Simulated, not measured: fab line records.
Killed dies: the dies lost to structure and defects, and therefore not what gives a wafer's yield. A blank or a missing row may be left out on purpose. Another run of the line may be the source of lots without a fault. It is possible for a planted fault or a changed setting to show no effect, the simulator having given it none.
Problem report in the 8D (eight disciplines) form, filled by code ; flow n5_finfet ; the parts of the form that need people (team, actions taken, sign-off) are left out

== 1. WHAT WENT WRONG ==
trench_depth_nm at N5_BEOL_M1_OCD_MEAS_38 reads a mean of 29.1 nm on 2 wafers of 2 lots; wafers without a fault read 55.4 nm with a standard deviation of 0.77. Measured from the usual mean, that is -34 standard deviations.
The first sign was on wafer L167.6 at day 11 16:38, on ocd-02. At this step, 25 wafers from 9 lots have a number in the record. The rule behind "out" and "out of limits": a value lying over 4 standard deviations away from the usual mean. The other wafers with a number count as sound.

== 2. WHAT THIS IS AND IS NOT ==
question;is;is not
which readings at this step;trench_depth_nm;-
which lots;L167, L168;L147, L148, L151, L152, L153, L154, L156
which wafers of those lots;L167.6, L168.6;L167.5, L168.3
read on which gauges;ocd-01, ocd-02;-
when;from day 11 16:38;"up to then (22 sound wafers); but 1 sound wafer of L168 came after"

== 3. SUSPECTS, AND WHAT RULES EACH OUT ==
Counting: a tool at a process step up to the reading stays a suspect if it ran every lot that is out. Sound lots after the first of them don't rule it out here, since some wafers of a struck lot are sound.
- the gauge at N5_BEOL_M1_OCD_MEAS_38 is ruled out. 2 gauges (ocd-01, ocd-02) read the wafers that are out.
- rie_diel-01 at N5_BEOL_M1_TRENCH_ETCH_37 (etches SiOC in C4F6/O2, target depth 55.207 nm, time 29 s): kept. Ran every lot that is out, first one L167 (day 11 16:29); last sound lot up to then L152 (day 8 10:01).
- rie_diel-01, N5_BEOL_M1_TRENCH_ETCH_37: wafers that are out in chamber 1, sound lot-mates in chambers 0, 3.
Left after counting: rie_diel-01 at N5_BEOL_M1_TRENCH_ETCH_37.

== 4. THE CAUSE (what the simulator had put in) ==
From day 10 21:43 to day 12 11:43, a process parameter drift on rie_diel-01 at N5_BEOL_M1_TRENCH_ETCH_37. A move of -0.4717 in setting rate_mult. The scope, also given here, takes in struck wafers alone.
The count eliminated every tool but this one.

== 5. THE CHAIN OF EFFECTS, in route order ==
Each row: a reading where the mean over the struck wafers with a number is more than 3 standard deviations away from the usual. Scope: only readings with a usual standard deviation given in the record; hours: median across lots of the time from each lot's start at the first step in this table that gives one to its start at this step; sigmas: change in usual standard deviations.
hours;step;reading;usual;on struck wafers;change;sigmas
0;N5_BEOL_M1_OCD_MEAS_38;trench_depth_nm;55.4 nm;29.1;-26.2;-34
122;N5_BEOL_M4_RC_MEAS_101;CHAIN_V0;233 ohm/link;279;+46;+5.1
122;N5_BEOL_M4_RC_MEAS_101;CHAIN_V0_max_site;242 ohm/link;292;+50;+5.0

== 6. WHAT WOULD HAVE CAUGHT IT SOONER ==
Counted from the fault's start at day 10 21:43, it took 19 hours until the first out-of-limits reading at a measuring or inspecting step in this record, taken at day 11 16:38.
No tool reading at N5_BEOL_M1_TRENCH_ETCH_37 that has a usual standard deviation in the record was out on any struck wafer, so an alarm limit of 4 standard deviations on those readings would not have fired.
Among the 2 lots that are out, L168 began N5_BEOL_M1_TRENCH_ETCH_37 on rie_diel-01 after day 11 16:38. Putting the tool on hold at that point would have spared it.
